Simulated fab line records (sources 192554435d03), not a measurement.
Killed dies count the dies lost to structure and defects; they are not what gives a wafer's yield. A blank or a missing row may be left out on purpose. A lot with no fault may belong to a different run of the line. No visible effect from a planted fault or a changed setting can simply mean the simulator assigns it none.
A lot that was struck, set against a sound lot || flow n5Finfet || 42 steps out of a route of 1938
Sound: these wafers, L612.2, L612.3, L612.5. Struck: wafer L633.3. (L633.4 of the same lot was not struck and is left out.) The cause comes at the end.
For every step that has rows: the tool of each side, followed by ch and its chambers, followed by its first start. Under that, the readings that differ: sound wafers || struck wafers || difference of the means || sigmas: that difference in standard deviations of wafers without a fault.
alike: a reading whose means differ by less than 2 such deviations, as well as words and numbers matching on both sides. not compared: withheld readings; readings where some wafer has no value; bounds like >300 that might hide an equal value; numbers whose values overlap and for which the record gives no deviation.
The two part at a step that has a row with sigmas, a row that says differs or no value, or rows on one side only. Numbers that don't overlap but have no deviation are shown without sigmas and don't part them. A reading missing from all wafers of one side parts the sides only when that side holds two or more wafers.

first, 4 steps without rows for these wafers: N5_SD_EPI_P_SOFTBAKE_04 (time 60 s); N5_SD_EPI_P_EXPOSE_06 (exposes mask SD P BLK, target cd 240 nm); N5_SD_EPI_P_PEB_07 (peb time 60 s); N5_SD_EPI_P_DEVELOP_08 (develop time 30 s).
N5_SD_EPI_P_CD_MEAS_09: the cd target is 240 nm.
  sound on cdSem-01 ch 0, day 3 17:10; struck on cdSem-02 ch 0, day 8 13:51
  alike: cdNm
N5_SD_EPI_P_OVL_MEAS_10:
  sound on overlay-01 ch 0, day 3 17:11; struck on overlay-02 ch 0, day 8 13:53
  alike: SD_P_BLK_OVL
N5_SD_EPI_P_INSPECT_11: inspects for defects (macro).
  sound on defectInspect-01, day 3 17:13; struck on defectInspect-02, day 8 13:54
  alike: rawDefectCount
then, 4 steps without rows for these wafers: N5_SD_EPI_P_DESCUM_14 (chemistry O2, time 7.9 s); N5_SD_EPI_P_ETCH_36 (etches SiARC in CF4, target depth 45.5 nm, time 75.8 s); N5_SD_EPI_P_ETCH_37 (etches SOC in N2/H2, overetch 108 nm, time 486 s); N5_SD_EPI_P_STRIP_38 (strips in N2/H2).
N5_SD_EPI_P_ETCHBACK_46: etches SiNx in CH3F/O2, stops on SiO2, target depth 17.5 nm.
  sound on rieDiel-04 ch 1,2,3, day 3 18:16; struck on rieDiel-02 ch 1, day 8 14:21
{"reading": "biasW (W)", "sound": "72.90 72.57 73.16", "struck": 73.42, "difference": "+0.54", "sigmas": "+3"}
  alike: chamberPressureMTorr, drypumpMotorCurrentA, oesProductAu, rfVppV, showerheadPlenumPTorr, throttleValvePct
  not compared: rfHoursCounterH
N5_SD_EPI_P_ETCH_47: etches SiOCN in CH3F/O2, target depth 25 nm.
  sound on rieDiel-04 ch 1,2,3, day 3 18:22; struck on rieDiel-02 ch 1, day 8 14:27
{"reading": "throttleValvePct (%)", "sound": "16.42 16.51 16.43", "struck": 16.05, "difference": -0.40, "sigmas": -2}
{"reading": "model.etch.depthNm (nm)", "sound": "25.56 25.14 24.4", "struck": 14.72, "difference": -10.31, "sigmas": ""}
  alike: biasW, chamberPressureMTorr, drypumpMotorCurrentA, oesProductAu, rfVppV, showerheadPlenumPTorr
  not compared: rfHoursCounterH
then, 2 steps without rows for these wafers: N5_SD_EPI_P_ETCH_16 (etches SiO2 in CHF3/O2, target depth 5 nm); N5_SD_EPI_P_STRIP_50 (strips in CHF3/O2).
N5_SD_EPI_P_SD_RECESS_17: chemistry HBr/Cl2/O2, target depth 39.1 nm, bt time 3 s.
  sound on rieSi-04 ch 2,3, day 3 18:32; struck on rieSi-04 ch 2, day 8 14:37
  alike: biasW, chamberPressureMTorr, drypumpMotorCurrentA, heBacksideLeakSccm, oesProductAu, throttleValvePct
  not compared: rfHoursCounterH
then, 7 steps without rows for these wafers: N5_SD_EPI_P_WET_ETCH_45 (etches SiO2 in dHF, time 10.7 s, target depth 2 nm, rinse time 30 s); N5_SD_EPI_P_STRIP_40 (strips in N2/H2); N5_SD_EPI_P_PRECLEAN_52 (cleans in O3/DIW, time 60 s); N5_SD_EPI_P_SRD_20 (time 30 s); N5_SD_EPI_P_PRECLEAN_51 (cleans in NF3:NH3, afs cycles 1, time 20 s, sublimation time 60 s); N5_SD_EPI_P_VAPOR_ETCH_44 (etches SiGe30 in NF3/Ar, time 3.3 s); N5_SD_EPI_P_EPI_21 (deposits SiGe:B, time 355 s).
N5_SD_EPI_P_EPI_MEAS_23:
  sound on filmMetro-02, day 3 22:15; struck on filmMetro-02, day 8 18:19
{"reading": "thkNm (nm)", "sound": "61.2 61.6 62.1", "struck": 58.1, "difference": -3.5, "sigmas": -3}
then, 6 steps without rows for these wafers: N5_SD_EPI_P_HM_STRIP_48 (strips SiNx in H3PO4, material SiNx, target depth 3 nm); N5_SD_EPI_P_SRD_49 (time 30 s); N5_SD_EPI_P_PRECLEAN_24 (cleans in O3/DIW, time 45 s); N5_SD_EPI_P_PRECLEAN_32 (cleans in dHF, time 10 s); N5_SD_EPI_P_PRECLEAN_33 (cleans in SC2, time 45 s); N5_SD_EPI_P_SRD_25 (time 30 s).
N5_SD_EPI_P_INSPECT_26: inspects for defects (darkfield).
  sound on defectInspect-02, day 3 22:26; struck on defectInspect-01, day 8 18:29
  alike: rawDefectCount
then, 1 step without rows for these wafers: N5_SD_ACTIVATION_RTA_00 (time 0 s).
N5_SD_ACTIVATION_LSA_01: time 0.0008 s.
  sound on laserAnneal-02 ch 0, day 3 22:49; struck on laserAnneal-01 ch 0, day 8 18:47
  alike: wafer_temp_C_max
N5_SD_ACTIVATION_RS_MEAS_03: a four-point-probe measurement.
  sound on filmMetro-02, day 3 23:17; struck on filmMetro-01, day 8 18:58
  alike: RS_SD_N, RS_SD_P
N5_SD_ACTIVATION_INSPECT_02: inspects for defects (darkfield).
  sound on defectInspect-01, day 3 23:35; struck on defectInspect-02, day 8 19:15
  alike: rawDefectCount
N5_ILD0_LINER_00: material SiNx, target thk 4 nm, pulse time 1 s, purge time 2 s.
  sound on aldSin-01 ch 1,3, day 3 23:44; struck on aldSin-04 ch 1, day 8 19:59
  alike: heaterPowerW, precursorPulseHeightRel
then, 2 steps without rows for these wafers: N5_ILD0_FCVD_FILL_01 (material SiO2 flowable, target thk 200 nm, time 328.3 s); N5_ILD0_CURE_02 (time 1800 s).
N5_ILD0_CMP_03: polishes, stops on SiNx, t overpolish 1.9 s, target thk 197.38 nm.
  sound on cmp-01 ch 0,1,3, day 4 02:08; struck on cmp-02 ch 0, day 8 22:44
  alike: motorCurrentA, overpolishRunS, timeToEndpointS
N5_ILD0_THK_MEAS_04:
  sound on filmMetro-01, day 4 02:23; struck on filmMetro-02, day 8 23:01
  alike: thkNm
then, 1 step without rows for these wafers: N5_ILD0_CMP_07 (polishes SiO2 flowable, stops on poly-Si, t overpolish 1.18 s, target thk 138.88 nm).
-- the record jumps here: 6 days lie between the struck wafers' starts before and after (it left off in module ILD0 and takes up again in module BEOL_M4, whose first step shown is number 1111 of the route) --
N5_BEOL_M4_RC_MEAS_101:
  sound on prober-02 ch 0, day 9 00:58; struck on prober-02 ch 0, day 15 06:50
{"reading": "IOFF_P (nA/um)", "sound": "0.28 0.26 0.22", "struck": 0.15, "difference": -0.10, "sigmas": -3}
{"reading": "ION_P (uA/um)", "sound": "491 473 479", "struck": 454, "difference": -27, "sigmas": -3}
{"reading": "RC_DENSE_P (ohm.um)", "sound": "23.5 23.4 23.6", "struck": 26.9, "difference": "+3.4", "sigmas": "+6"}
{"reading": "RC_P (ohm.um)", "sound": "19.0 19.2 19.4", "struck": 21.9, "difference": "+2.7", "sigmas": "+6"}
{"reading": "REXT_P (ohm.um)", "sound": "97.9 99.0 98.6", "struck": 113.9, "difference": "+15.4", "sigmas": "+6"}
{"reading": "VT_P (mV)", "sound": "-242 -244 -245", "struck": -253, "difference": -9, "sigmas": -3}
  alike: DIBL_N, DIBL_P, IOFF_N, ION_N, SS_N, SS_P, VT_N

## WHERE THEY PART
At N5_SD_EPI_P_ETCHBACK_46 first; at N5_BEOL_M4_RC_MEAS_101 last (within this record only).

WHY: what the simulator had put in
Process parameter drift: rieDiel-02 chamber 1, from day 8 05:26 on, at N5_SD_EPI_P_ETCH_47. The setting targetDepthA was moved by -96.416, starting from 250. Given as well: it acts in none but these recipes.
